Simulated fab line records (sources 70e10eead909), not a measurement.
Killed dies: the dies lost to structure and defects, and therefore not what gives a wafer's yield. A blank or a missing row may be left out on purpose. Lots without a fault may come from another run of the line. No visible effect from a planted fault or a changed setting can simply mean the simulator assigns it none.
fab line records	flow nand-harc
record lots=24	wafers=72	last-day=24
route steps=1159 shown P_BONDPAD@385 A_ONON_D1@446 A_CHANNEL_HOLE_D1@468 A_CHANNEL_FILL_D1@517 A_STAIRCASE@558
lots untouched by any fault: they come from a run of this same line in which no faults occurred
start-h: hours from the record's opening day to when the first of the lot's shown wafers began	wait-h: how many hours have passed since the lot's step before this one	" identical to the entry in the row above	L1.1+2: a row that stands for several wafers	- no value, or no start was given	* or withheld: withheld	< > ~ a bound
route shown NAME@n: a module of which the file shows steps, and the number in the route of the first	usual: mean and standard deviation over wafers with no fault	same: alike in all rows	chamber/n: place in a boat	sites: each site's reading	_std_site: how widely they spread, as a standard deviation	_edge_site: outer sites' mean less inner sites'	radius-mm: how far each site lies from the wafer's centre	mask NAME#n: copy n	behind: the tool/chamber that last shaped the wafer	hold: why the lot was held/for how many hours/how that ended	device: which transistor (n, p or np) failed to switch	end of line: the same wafers' tests at the end of the route	a step with no rows: only its recipe	killed: dies lost to structure and defects at the first sort, not the wafer's yield	map: dies across one wafer; x = killed, . = not, _ = none there
set.NAME: the setting the step ran with; set.NAME@STEP: the setting that earlier step ran with	model.NAME: the simulator's own value behind a step, which no gauge read
one table for each step of the route and one row for each wafer, over a sample of lots
services: a tool's chamber out of use, with start hour (start-h, from the record's first day; less than 0 if before it), hours out, and reason
## steps
# step NHARC_P_BONDPAD_INSPECT_23
# usual raw-defect-count=356/130
lot.wafer	tool	chamber	start-h	wait-h	raw-defect-count
L074.1	defect-inspect-02	-	140.50	0.0	259
L074.3	"	-	"	"	251
L074.6	"	-	"	"	259
L075.3	defect-inspect-02	-	146.40	0.0	231
L075.5	"	-	"	"	229
L075.6	"	-	"	"	257
L076.2	defect-inspect-01	-	146.53	0.1	338
L076.4	"	-	"	"	324
L076.5	"	-	"	"	390
L077.2	defect-inspect-01	-	157.01	0.0	695
L077.4	"	-	"	"	331
L077.6	"	-	"	"	317
L078.1	defect-inspect-01	-	157.81	0.0	471
L078.4	"	-	"	"	403
L078.6	"	-	"	"	466
L080.1	defect-inspect-02	-	162.95	0.0	298
L080.2	"	-	"	"	151
L080.6	"	-	"	"	415
L079.1	defect-inspect-01	-	163.52	0.0	459
L079.4	"	-	"	"	629
L079.6	"	-	"	"	561
L081.2	defect-inspect-02	-	179.91	0.0	354
L081.3	"	-	"	"	323
L081.4	"	-	"	"	329
L082.3	defect-inspect-02	-	182.75	0.0	207
L082.4	"	-	"	"	228
L082.6	"	-	"	"	250
L083.1	defect-inspect-01	-	184.31	0.0	266
L083.5	"	-	"	"	276
L083.6	"	-	"	"	299
L084.1	defect-inspect-01	-	197.67	0.0	383
L084.5	"	-	"	"	203
L084.6	"	-	"	"	307
L085.2	defect-inspect-01	-	199.16	0.0	162
L085.4	"	-	"	"	247
L085.6	"	-	"	"	224
L087.3	defect-inspect-01	-	208.12	0.0	364
L087.4	"	-	"	"	690
L087.5	"	-	"	"	286
L086.1	defect-inspect-01	-	214.12	0.0	214
L086.2	"	-	"	"	141
L086.3	"	-	"	"	314
L088.1	defect-inspect-01	-	221.60	0.0	495
L088.4	"	-	"	"	316
L088.6	"	-	"	"	255
L089.3	defect-inspect-02	-	224.29	0.0	306
L089.4	"	-	"	"	510
L089.6	"	-	"	"	402
L090.2	defect-inspect-02	-	234.13	0.0	360
L090.4	"	-	"	"	307
L090.5	"	-	"	"	258
L092.1	defect-inspect-01	-	234.81	0.1	350
L092.4	"	-	"	"	494
L092.5	"	-	"	"	434
L091.3	defect-inspect-02	-	235.32	0.0	465
L091.4	"	-	"	"	606
L091.5	"	-	"	"	340
L094.1	defect-inspect-01	-	245.19	0.0	369
L094.2	"	-	"	"	408
L094.3	"	-	"	"	342
L093.1	defect-inspect-01	-	246.68	0.0	188
L093.2	"	-	"	"	293
L093.5	"	-	"	"	301
L095.2	defect-inspect-01	-	253.05	0.0	328
L095.5	"	-	"	"	559
L095.6	"	-	"	"	595
L096.1	defect-inspect-01	-	262.78	0.0	289
L096.3	"	-	"	"	388
L096.5	"	-	"	"	402
L097.1	defect-inspect-02	-	277.22	0.0	393
L097.5	"	-	"	"	310
L097.6	"	-	"	"	375
# step NHARC_A_ONON_D1_DEP_33
# recipe target-thk-a=2000	temp-c=400	pressure-torr=6.5	rf-w=900	teos-flow-sccm=161.4	flow-sccm=2650	target-thk-nm=200	gas=O2	material=SiO2
# usual heater-power-w=573/75	mfc-precursor-sccm=161.4/0.45	throttle-valve-pct=16.0/0.62
lot.wafer	tool	chamber	start-h	wait-h	heater-power-w	mfc-precursor-sccm	throttle-valve-pct
L074.3	pecvd-04	1	177.90	0.1	553	160.9	15.6
L074.1	"	2	"	"	728	161.2	15.4
L074.6	"	0	"	"	591	160.9	17.0
L075.3	pecvd-04	1	185.34	0.1	683	161.4	15.5
L075.6	"	2	"	"	732	161.1	15.7
L075.5	"	0	"	"	605	161.3	16.8
L076.2	pecvd-03	2	185.47	0.1	454	161.2	14.7
L076.4	"	1	"	"	543	161.3	16.4
L076.5	"	2	"	"	467	161.4	14.9
L078.1	pecvd-04	2	193.37	0.1	599	161.2	15.6
L078.4	"	2	"	"	652	161.3	15.5
L078.6	"	0	"	"	510	161.5	16.8
L077.2	pecvd-02	0	193.39	0.1	583	160.9	15.6
L077.6	"	1	"	"	605	161.1	16.0
L077.4	"	0	"	"	584	161.1	15.6
L080.1	pecvd-03	0	198.92	0.1	459	161.2	16.5
L080.2	"	2	"	"	536	161.8	15.1
L080.6	"	2	"	"	536	160.7	14.9
L079.1	pecvd-02	2	199.16	0.3	553	161.5	16.0
L079.4	"	2	"	"	555	160.9	16.1
L079.6	"	0	"	"	519	161.1	15.6
L081.3	pecvd-03	0	217.35	0.1	568	160.2	16.8
L081.2	"	1	"	"	490	161.7	16.2
L081.4	"	0	"	"	564	161.2	16.6
L082.3	pecvd-04	2	217.39	0.1	714	161.4	15.8
L082.6	"	0	"	"	615	162.1	16.3
L082.4	"	1	"	"	687	161.5	14.9
L083.1	pecvd-03	1	221.81	0.1	567	161.2	16.2
L083.5	"	2	"	"	500	160.9	14.9
L083.6	"	0	"	"	610	161.8	16.7
L084.1	pecvd-04	2	232.88	0.1	717	161.2	15.8
L084.5	"	2	"	"	721	161.6	15.9
L084.6	"	0	"	"	630	161.9	16.3
L085.2	pecvd-02	1	233.02	0.1	613	161.3	15.8
L085.4	"	1	"	"	643	161.3	15.7
L085.6	"	0	"	"	578	160.6	15.3
L087.3	pecvd-03	2	243.85	0.1	506	160.5	15.0
L087.5	"	0	"	"	574	161.2	16.6
L087.4	"	2	"	"	516	161.7	15.0
L086.2	pecvd-03	2	254.02	0.1	488	161.9	14.9
L086.1	"	0	"	"	601	161.5	16.7
L086.3	"	1	"	"	493	160.6	16.8
L089.3	pecvd-03	2	260.38	0.1	490	161.5	14.9
L089.4	"	0	"	"	534	160.8	16.8
L089.6	"	1	"	"	538	161.2	16.4
L088.1	pecvd-02	2	260.43	0.1	652	162.1	16.4
L088.4	"	1	"	"	624	160.9	16.2
L088.6	"	2	"	"	460	162.1	16.1
L091.3	pecvd-02	2	270.47	0.1	630	160.7	16.1
L091.4	"	2	"	"	494	160.9	16.4
L091.5	"	1	"	"	635	161.4	16.3
L092.1	pecvd-04	1	270.49	0.1	711	162.0	15.0
L092.4	"	1	"	"	681	161.9	14.9
L092.5	"	2	"	"	707	161.3	15.8
L090.2	pecvd-03	1	270.77	0.3	479	161.5	16.2
L090.4	"	0	"	"	590	161.6	16.6
L090.5	"	1	"	"	480	162.5	16.7
L094.3	pecvd-03	0	284.07	0.1	613	161.6	16.8
L094.1	"	1	"	"	473	161.2	16.4
L094.2	"	2	"	"	491	161.3	15.0
L093.1	pecvd-03	2	284.39	0.3	436	161.0	14.8
L093.2	"	0	"	"	527	161.2	17.0
L093.5	"	0	"	"	537	162.0	16.8
L095.2	pecvd-04	1	289.98	0.1	683	161.6	15.0
L095.5	"	2	"	"	699	161.8	16.2
L095.6	"	0	"	"	576	160.8	16.4
L096.3	pecvd-02	2	301.96	0.4	588	162.7	16.2
L096.1	"	1	"	"	497	161.7	16.0
L096.5	"	2	"	"	613	161.7	16.2
L097.1	pecvd-03	1	315.70	0.1	489	161.4	16.5
L097.5	"	0	"	"	587	160.6	16.4
L097.6	"	1	"	"	471	161.4	16.3
# step NHARC_A_CHANNEL_HOLE_D1_ETCH_34
# recipe target-depth-a=1540	time-s=77	cf4-flow-sccm=100	chf3-flow-sccm=30	ar-flow-sccm=0	rf-w=500	bias-w=200	chemistry=CF4/CHF3
# usual chamber-pressure-mTorr=24.999/0.022	chf3-flow-sccm=30.00/0.085	drypump-motor-current-A=5.8/0.45	oes-product-au=0.939/0.022	rf-vpp-V=371.3/2.2	showerhead-plenum-p-Torr=1.59/0.063	throttle-valve-pct=16.802/0.0089
lot.wafer	tool	chamber	start-h	wait-h	chamber-pressure-mTorr	chf3-flow-sccm	drypump-motor-current-A	oes-product-au	rf-hours-counter-h	rf-vpp-V	showerhead-plenum-p-Torr	throttle-valve-pct
L074.1	rie-diel-01	1	-	-	24.973	29.83	6.0	0.948	2	372.3	1.60	16.799
L074.3	"	2	"	"	25.002	30.01	6.0	0.953	1	373.8	1.66	16.822
L074.6	"	0	"	"	25.032	30.13	6.0	0.956	-	372.3	1.68	16.780
L075.3	rie-diel-13	1	-	-	24.967	29.93	5.9	0.911	8	371.2	1.57	16.805
L075.5	"	1	"	"	25.013	30.04	5.9	0.929	-	371.6	1.57	16.793
L075.6	"	2	"	"	25.008	29.95	6.3	0.926	-	374.2	1.69	16.812
L076.4	rie-diel-12	1	-	-	24.979	29.96	6.0	0.934	9	370.3	1.55	16.810
L076.2	"	2	"	"	25.009	29.97	6.2	0.924	9	371.0	1.55	16.809
L076.5	"	0	"	"	25.015	30.04	4.9	0.924	-	373.4	1.64	16.805
L077.2	rie-diel-13	2	-	-	24.988	30.15	6.3	0.979	8	374.4	1.69	16.803
L077.4	"	3	"	"	24.986	29.89	5.8	0.967	8	372.6	1.61	16.802
L077.6	"	3	"	"	25.004	29.91	5.8	0.974	-	370.9	1.61	16.785
L078.1	rie-diel-12	2	-	-	24.994	29.99	6.2	0.911	9	368.8	1.55	16.796
L078.4	"	1	"	"	24.961	30.08	6.0	0.937	10	368.1	1.55	16.804
L078.6	"	2	"	"	24.994	29.99	6.2	0.904	-	369.4	1.55	16.814
L080.2	rie-diel-01	1	-	-	25.001	30.04	6.0	0.923	4	371.9	1.60	16.794
L080.1	"	2	"	"	24.994	30.08	6.0	0.923	3	373.1	1.66	16.791
L080.6	"	2	"	"	24.992	30.00	6.0	0.927	-	374.3	1.66	16.806
L079.4	rie-diel-13	2	-	-	24.983	30.10	6.3	0.934	9	373.5	1.68	16.799
L079.1	"	0	"	"	25.008	30.01	4.7	0.916	9	369.6	1.56	16.808
L079.6	"	3	"	"	24.992	30.02	5.8	0.924	-	371.4	1.61	16.798
L081.2	rie-diel-01	3	-	-	24.979	30.09	5.8	0.917	5	367.8	1.47	16.801
L081.3	"	0	"	"	24.997	30.12	6.1	0.931	5	375.1	1.68	16.800
L081.4	"	1	"	"	25.015	30.10	6.0	0.925	-	370.8	1.60	16.802
L082.4	rie-diel-12	1	-	-	24.970	29.91	6.0	0.972	0	369.9	1.55	16.791
L082.3	"	2	"	"	25.030	29.98	6.2	0.980	0	370.4	1.55	16.805
L082.6	"	2	"	"	24.989	29.92	6.2	0.978	-	370.5	1.55	16.794
L083.1	rie-diel-13	2	-	-	24.972	29.92	6.3	0.925	10	374.2	1.68	16.806
L083.6	"	0	"	"	24.980	29.84	4.7	0.924	-	370.1	1.56	16.790
L083.5	"	1	"	"	24.976	29.95	5.9	0.924	-	370.5	1.57	16.804
L084.1	rie-diel-01	1	-	-	24.981	29.88	6.0	0.984	6	372.0	1.60	16.811
L084.6	"	3	"	"	25.014	30.13	5.8	0.951	-	366.1	1.47	16.794
L084.5	"	0	"	"	25.035	29.95	6.0	0.989	-	373.2	1.68	16.806
L085.2	rie-diel-12	2	-	-	25.046	29.90	6.2	0.938	1	370.9	1.55	16.810
L085.4	"	3	"	"	24.965	29.85	5.5	0.944	2	370.8	1.58	16.801
L085.6	"	2	"	"	24.994	30.06	6.2	0.929	-	368.9	1.55	16.806
L087.3	rie-diel-12	0	-	-	25.018	29.97	4.9	0.959	2	371.9	1.64	16.803
L087.4	"	3	"	"	24.999	29.99	5.5	0.965	-	369.9	1.58	16.816
L087.5	"	0	"	"	25.023	30.07	4.9	0.966	-	372.7	1.64	16.810
L086.3	rie-diel-01	1	-	-	25.007	30.08	6.0	0.957	9	371.9	1.60	16.801
L086.2	"	2	"	"	25.012	29.96	6.0	0.987	7	375.4	1.66	16.813
L086.1	"	0	"	"	25.020	30.11	6.1	0.980	9	373.3	1.68	16.803
L089.4	rie-diel-13	1	-	-	25.029	30.09	5.9	0.924	13	370.8	1.57	16.794
L089.3	"	3	"	"	25.003	29.87	5.8	0.921	13	371.8	1.61	16.795
L089.6	"	0	"	"	25.010	29.99	4.7	0.936	-	371.8	1.56	16.806
L088.1	rie-diel-01	1	-	-	24.982	29.85	6.0	0.918	9	371.0	1.60	16.794
L088.4	"	1	"	"	24.988	29.92	6.0	0.926	-	372.0	1.60	16.787
L088.6	"	2	"	"	25.000	29.98	6.0	0.933	-	373.6	1.66	16.804
L091.3	rie-diel-13	2	-	-	25.002	29.99	6.3	0.923	14	373.7	1.68	16.795
L091.4	"	0	"	"	25.013	30.04	4.6	0.922	14	371.5	1.56	16.814
L091.5	"	1	"	"	24.976	29.98	6.0	0.925	-	369.4	1.57	16.804
L092.4	rie-diel-12	3	-	-	25.006	30.06	5.5	0.951	4	370.7	1.58	16.798
L092.1	"	0	"	"	25.007	30.03	4.9	0.939	4	371.3	1.64	16.802
L092.5	"	1	"	"	24.969	29.89	6.0	0.925	-	370.7	1.55	16.789
L090.2	rie-diel-01	2	-	-	25.024	29.97	6.0	0.971	8	374.1	1.66	16.794
L090.4	"	1	"	"	25.026	29.88	6.0	0.969	10	372.9	1.60	16.807
L090.5	"	2	"	"	25.029	29.87	6.0	0.968	-	372.6	1.66	16.792
L094.3	rie-diel-01	0	-	-	25.021	30.01	6.1	0.937	11	373.0	1.68	16.818
L094.2	"	2	"	"	25.019	30.01	6.0	0.929	10	373.9	1.66	16.802
L094.1	"	3	"	"	25.023	29.89	5.8	0.908	11	366.1	1.47	16.787
L093.2	rie-diel-13	2	-	-	25.000	30.19	6.3	0.990	0	372.8	1.68	16.796
L093.1	"	3	"	"	24.993	29.94	5.8	0.949	0	370.5	1.61	16.793
L093.5	"	3	"	"	24.979	29.83	5.8	0.952	-	371.5	1.60	16.801
L095.2	rie-diel-01	0	-	-	24.994	30.09	6.1	0.949	12	373.8	1.68	16.813
L095.5	"	1	"	"	25.047	29.98	6.0	0.939	-	371.6	1.60	16.789
L095.6	"	2	"	"	25.000	29.93	6.0	0.947	-	372.6	1.66	16.802
L096.1	rie-diel-12	2	-	-	24.989	29.87	6.2	0.921	4	369.2	1.55	16.802
L096.3	"	0	"	"	24.994	29.93	4.9	0.929	5	373.6	1.64	16.798
L096.5	"	2	"	"	24.998	30.07	6.2	0.925	-	369.6	1.55	16.802
L097.1	rie-diel-12	3	-	-	25.013	29.88	5.5	0.933	6	371.6	1.58	16.806
L097.6	"	1	"	"	24.969	30.21	6.0	0.907	-	371.2	1.55	16.809
L097.5	"	2	"	"	24.986	30.11	6.2	0.929	-	369.4	1.55	16.804
# step NHARC_A_CHANNEL_FILL_D1_RTA_24
# recipe temp-c=1000	time-s=5
# usual lamp-power-pct=29.5/0.51	lamp_zone_6_pct=29.4/0.51	wafer_temp_C_max=1005.8/1.5
lot.wafer	tool	chamber	start-h	wait-h	lamp-power-pct	lamp_zone_6_pct	wafer_temp_C_max
L074.1	rtp-anneal-01	0	238.74	0.0	29.1	29.0	1007.8
L074.3	"	0	"	"	29.0	29.0	1010.2
L074.6	"	0	"	"	29.0	29.0	1006.4
L076.2	rtp-anneal-01	0	245.69	0.1	29.1	29.0	1006.1
L076.4	"	0	"	"	29.0	29.0	1006.3
L076.5	"	0	"	"	29.0	29.0	1003.8
L078.1	rtp-anneal-02	0	252.88	0.0	30.0	30.0	1004.3
L078.4	"	0	"	"	30.0	30.0	1004.7
L078.6	"	0	"	"	30.1	30.0	1003.9
L077.2	rtp-anneal-01	0	253.00	0.1	29.0	29.0	1008.0
L077.4	"	0	"	"	29.0	28.9	1005.9
L077.6	"	0	"	"	29.0	29.0	1008.0
L075.3	rtp-anneal-02	0	256.92	0.1	30.1	30.0	1005.2
L075.5	"	0	"	"	30.0	30.1	1004.8
L075.6	"	0	"	"	30.1	30.0	1004.0
L079.1	rtp-anneal-01	0	259.38	0.0	29.0	29.0	1006.2
L079.4	"	0	"	"	29.0	28.9	1007.7
L079.6	"	0	"	"	29.1	29.0	1009.2
L080.1	rtp-anneal-02	0	259.46	0.1	30.1	30.0	1003.2
L080.2	"	0	"	"	30.1	30.0	1005.3
L080.6	"	0	"	"	30.1	30.0	1007.1
L081.2	rtp-anneal-02	0	280.89	0.1	30.1	30.0	1005.1
L081.3	"	0	"	"	30.1	30.0	1006.0
L081.4	"	0	"	"	30.0	30.0	1004.6
L082.3	rtp-anneal-01	0	280.93	0.1	29.1	29.0	1007.3
L082.4	"	0	"	"	29.0	29.0	1006.8
L082.6	"	0	"	"	29.0	28.9	1006.0
L083.1	rtp-anneal-01	0	288.22	0.0	29.0	29.0	1009.2
L083.5	"	0	"	"	29.0	29.0	1006.9
L083.6	"	0	"	"	29.1	29.0	1008.7
L084.1	rtp-anneal-01	0	293.17	0.2	29.1	28.9	1007.0
L084.5	"	0	"	"	29.1	29.0	1004.8
L084.6	"	0	"	"	29.1	29.0	1005.2
L085.2	rtp-anneal-02	0	293.28	0.4	30.0	29.9	1004.4
L085.4	"	0	"	"	30.0	29.9	1005.1
L085.6	"	0	"	"	30.0	29.9	1004.3
L087.3	rtp-anneal-01	0	303.02	1.1	29.1	29.0	1007.0
L087.4	"	0	"	"	29.0	29.0	1007.4
L087.5	"	0	"	"	29.1	29.0	1005.2
L086.1	rtp-anneal-02	0	313.83	0.2	30.0	30.0	1004.5
L086.2	"	0	"	"	30.1	30.0	1004.5
L086.3	"	0	"	"	30.1	30.0	1005.4
L088.1	rtp-anneal-01	0	321.17	0.0	29.0	28.9	1008.3
L088.4	"	0	"	"	29.1	28.9	1005.6
L088.6	"	0	"	"	29.0	28.9	1004.9
L089.3	rtp-anneal-02	0	321.24	0.1	30.1	30.0	1005.1
L089.4	"	0	"	"	30.1	30.0	1006.1
L089.6	"	0	"	"	30.1	30.0	1004.3
L092.1	rtp-anneal-01	0	332.47	0.1	29.0	29.0	1005.0
L092.4	"	0	"	"	29.0	28.9	1005.6
L092.5	"	0	"	"	29.0	29.0	1005.9
L090.2	rtp-anneal-01	0	332.66	0.3	29.0	28.9	1006.2
L090.4	"	0	"	"	29.0	29.0	1005.4
L090.5	"	0	"	"	29.0	28.9	1004.7
L091.3	rtp-anneal-02	0	332.76	0.4	30.1	30.0	1006.0
L091.4	"	0	"	"	30.2	30.0	1005.8
L091.5	"	0	"	"	30.0	30.0	1003.2
L093.1	rtp-anneal-01	0	343.33	0.4	29.0	29.0	1006.0
L093.2	"	0	"	"	29.0	29.0	1006.7
L093.5	"	0	"	"	29.0	29.0	1007.3
L094.1	rtp-anneal-02	0	343.46	0.5	30.0	30.0	1005.3
L094.2	"	0	"	"	30.0	30.0	1005.7
L094.3	"	0	"	"	30.0	30.0	1003.8
L095.2	rtp-anneal-02	0	350.14	0.1	30.0	30.0	1002.8
L095.5	"	0	"	"	30.0	30.0	1005.5
L095.6	"	0	"	"	30.0	30.0	1005.4
L096.1	rtp-anneal-01	0	364.83	0.0	29.0	29.0	1006.4
L096.3	"	0	"	"	29.0	29.0	1008.0
L096.5	"	0	"	"	29.0	29.0	1008.5
L097.1	rtp-anneal-02	0	380.15	0.0	30.1	30.0	1003.9
L097.5	"	0	"	"	30.1	30.0	1006.6
L097.6	"	0	"	"	30.1	30.0	1005.7
# step NHARC_A_CHANNEL_FILL_D1_INSPECT_13
# usual raw-defect-count=312/100
lot.wafer	tool	chamber	start-h	wait-h	raw-defect-count
L074.1	defect-inspect-02	-	238.94	0.2	135
L074.3	"	-	"	"	222
L074.6	"	-	"	"	241
L076.2	defect-inspect-01	-	246.01	0.3	291
L076.4	"	-	"	"	329
L076.5	"	-	"	"	370
L078.1	defect-inspect-02	-	253.08	0.2	293
L078.4	"	-	"	"	261
L078.6	"	-	"	"	404
L077.2	defect-inspect-01	-	253.17	0.1	328
L077.4	"	-	"	"	222
L077.6	"	-	"	"	294
L075.3	defect-inspect-02	-	257.08	0.1	231
L075.5	"	-	"	"	427
L075.6	"	-	"	"	245
L079.1	defect-inspect-01	-	259.58	0.2	239
L079.4	"	-	"	"	226
L079.6	"	-	"	"	229
L080.1	defect-inspect-02	-	259.66	0.2	526
L080.2	"	-	"	"	309
L080.6	"	-	"	"	419
L081.2	defect-inspect-02	-	281.06	0.1	181
L081.3	"	-	"	"	136
L081.4	"	-	"	"	285
L082.3	defect-inspect-01	-	281.07	0.1	234
L082.4	"	-	"	"	290
L082.6	"	-	"	"	275
L083.1	defect-inspect-02	-	288.42	0.2	493
L083.5	"	-	"	"	497
L083.6	"	-	"	"	463
L084.1	defect-inspect-01	-	293.37	0.2	194
L084.5	"	-	"	"	265
L084.6	"	-	"	"	202
L085.2	defect-inspect-01	-	293.44	0.1	237
L085.4	"	-	"	"	179
L085.6	"	-	"	"	432
L087.3	defect-inspect-01	-	303.17	0.1	318
L087.4	"	-	"	"	280
L087.5	"	-	"	"	391
L086.1	defect-inspect-01	-	314.03	0.2	381
L086.2	"	-	"	"	187
L086.3	"	-	"	"	247
L088.1	defect-inspect-02	-	321.36	0.2	507
L088.4	"	-	"	"	256
L088.6	"	-	"	"	256
L089.3	defect-inspect-02	-	321.39	0.1	372
L089.4	"	-	"	"	471
L089.6	"	-	"	"	397
L092.1	defect-inspect-02	-	332.66	0.2	375
L092.4	"	-	"	"	437
L092.5	"	-	"	"	559
L090.2	defect-inspect-01	-	332.83	0.1	255
L090.4	"	-	"	"	325
L090.5	"	-	"	"	531
L091.3	defect-inspect-02	-	333.04	0.2	274
L091.4	"	-	"	"	400
L091.5	"	-	"	"	292
L093.1	defect-inspect-02	-	343.55	0.2	335
L093.2	"	-	"	"	416
L093.5	"	-	"	"	297
L094.1	defect-inspect-01	-	343.68	0.2	227
L094.2	"	-	"	"	321
L094.3	"	-	"	"	280
L095.2	defect-inspect-01	-	350.31	0.1	413
L095.5	"	-	"	"	172
L095.6	"	-	"	"	233
L096.1	defect-inspect-02	-	365.03	0.2	200
L096.3	"	-	"	"	278
L096.5	"	-	"	"	217
L097.1	defect-inspect-01	-	380.34	0.2	288
L097.5	"	-	"	"	481
L097.6	"	-	"	"	336
# step NHARC_A_STAIRCASE_ETCH_21
# recipe target-depth-a=1000	time-s=40.5	ion-energy-ev=400	c4f8-flow-sccm=20	o2-flow-sccm=10	ar-flow-sccm=withheld	rf-w=600	bias-w=1000	chemistry=C4F8/O2
# usual chamber-pressure-mTorr=25.001/0.024	oes-product-au=0.947/0.015	rf-vpp-V=894/5.3
lot.wafer	tool	chamber	start-h	wait-h	chamber-pressure-mTorr	oes-product-au	rf-hours-counter-h	rf-vpp-V
L074.3	rie-diel-05	0	-	-	25.016	0.941	25	891
L074.1	"	1	"	"	24.965	0.944	25	898
L074.6	"	3	"	"	24.977	0.952	-	901
L076.4	rie-diel-05	0	-	-	24.968	0.925	27	890
L076.2	"	1	"	"	25.005	0.932	28	900
L076.5	"	0	"	"	25.042	0.930	-	890
L078.4	rie-diel-11	2	-	-	25.033	0.936	19	891
L078.1	"	3	"	"	24.981	0.933	14	901
L078.6	"	0	"	"	24.990	0.950	-	889
L077.4	rie-diel-05	2	-	-	25.021	0.923	34	898
L077.2	"	0	"	"	24.999	0.924	29	890
L077.6	"	2	"	"	25.005	0.938	-	898
L075.3	rie-diel-11	2	-	-	24.948	0.962	21	891
L075.6	"	1	"	"	25.023	0.950	-	889
L075.5	"	2	"	"	25.003	0.960	-	890
L080.1	rie-diel-02	3	-	-	25.019	0.961	41	897
L080.2	"	0	"	"	24.977	0.943	42	888
L080.6	"	0	"	"	24.961	0.934	-	887
L079.1	rie-diel-11	1	-	-	25.030	0.947	21	889
L079.4	"	2	"	"	25.004	0.957	23	891
L079.6	"	1	"	"	24.966	0.956	-	889
L081.4	rie-diel-11	1	-	-	24.981	0.928	27	889
L081.2	"	2	"	"	24.979	0.935	29	890
L081.3	"	0	"	"	24.984	0.946	24	889
L082.3	rie-diel-02	2	-	-	25.018	0.964	45	889
L082.4	"	3	"	"	25.014	0.961	48	898
L082.6	"	2	"	"	25.021	0.975	-	889
L083.1	rie-diel-11	1	-	-	25.046	0.937	30	889
L083.5	"	1	"	"	24.998	0.935	-	887
L083.6	"	2	"	"	25.007	0.929	-	891
L084.1	rie-diel-05	3	-	-	24.978	0.936	46	900
L084.6	"	3	"	"	25.026	0.954	-	901
L084.5	"	2	"	"	24.999	0.933	-	897
L085.4	rie-diel-02	1	-	-	25.040	0.937	52	894
L085.2	"	2	"	"	24.995	0.946	50	889
L085.6	"	2	"	"	25.034	0.945	-	888
L087.3	rie-diel-11	0	-	-	24.971	0.976	33	891
L087.4	"	1	"	"	24.977	0.971	35	887
L087.5	"	3	"	"	24.999	0.952	-	900
L086.2	rie-diel-11	2	-	-	25.033	0.943	41	890
L086.3	"	0	"	"	25.026	0.944	36	890
L086.1	"	1	"	"	24.981	0.934	39	888
L089.3	rie-diel-02	1	-	-	25.008	0.948	65	895
L089.4	"	2	"	"	24.970	0.959	60	889
L089.6	"	3	"	"	24.983	0.965	-	897
L088.1	rie-diel-11	2	-	-	24.999	0.934	45	891
L088.6	"	1	"	"	25.037	0.942	-	888
L088.4	"	2	"	"	25.016	0.931	-	890
L090.2	rie-diel-02	2	-	-	24.998	0.963	0	888
L090.4	"	0	"	"	24.970	1.006	0	907
L090.5	"	2	"	"	25.015	0.964	-	889
L092.1	rie-diel-11	2	-	-	24.997	0.942	50	890
L092.4	"	2	"	"	25.030	0.939	-	890
L092.5	"	0	"	"	24.961	0.949	-	889
L091.3	rie-diel-05	3	-	-	24.964	0.942	64	900
L091.4	"	1	"	"	25.038	0.946	54	898
L091.5	"	3	"	"	24.983	0.958	-	901
L093.2	rie-diel-02	0	-	-	25.004	0.948	4	906
L093.1	"	3	"	"	25.048	0.928	5	896
L093.5	"	1	"	"	25.005	0.944	-	895
L094.1	rie-diel-11	2	-	-	25.040	0.924	56	891
L094.2	"	0	"	"	25.007	0.942	52	889
L094.3	"	1	"	"	25.016	0.923	54	888
L095.2	rie-diel-11	3	-	-	25.012	0.931	41	901
L095.5	"	0	"	"	25.031	0.937	-	889
L095.6	"	1	"	"	25.009	0.931	-	888
L096.1	rie-diel-05	2	-	-	25.001	0.943	6	898
L096.3	"	3	"	"	25.014	0.954	8	900
L096.5	"	0	"	"	25.027	0.949	-	890
L097.1	rie-diel-02	0	-	-	25.039	0.963	16	906
L097.5	"	3	"	"	25.020	0.958	-	896
L097.6	"	0	"	"	24.990	0.955	-	905
## services
tool	chamber	start-h	hours	kind
rie-diel-12	3	154.02	6.5	repair
rie-diel-11	-	190.18	9.0	pm
pecvd-04	-	195.04	13.0	pm
rie-diel-12	-	202.40	9.0	pm
rie-diel-01	2	217.22	9.7	repair
rie-diel-11	3	230.67	8.3	repair
rie-diel-11	0	231.29	6.4	repair
rie-diel-12	2	245.34	5.4	repair
pecvd-03	0	245.96	2.9	repair
rie-diel-01	0	263.99	8.1	repair
rie-diel-02	2	274.32	1.4	repair
rie-diel-13	-	276.00	9.0	pm
rie-diel-01	1	278.15	5.3	repair
rie-diel-11	3	278.25	3.4	repair
pecvd-04	2	284.33	4.0	repair
pecvd-04	0	291.34	4.0	repair
pecvd-03	-	292.00	13.0	pm
rtp-anneal-02	-	300.00	12.0	pm
rie-diel-01	-	314.92	9.0	pm
rie-diel-11	3	319.62	27.1	repair
rie-diel-11	2	319.79	1.4	repair
rie-diel-12	0	349.08	4.0	repair
rie-diel-11	-	367.18	9.0	pm
rie-diel-12	-	379.40	9.0	pm
## key
fault none
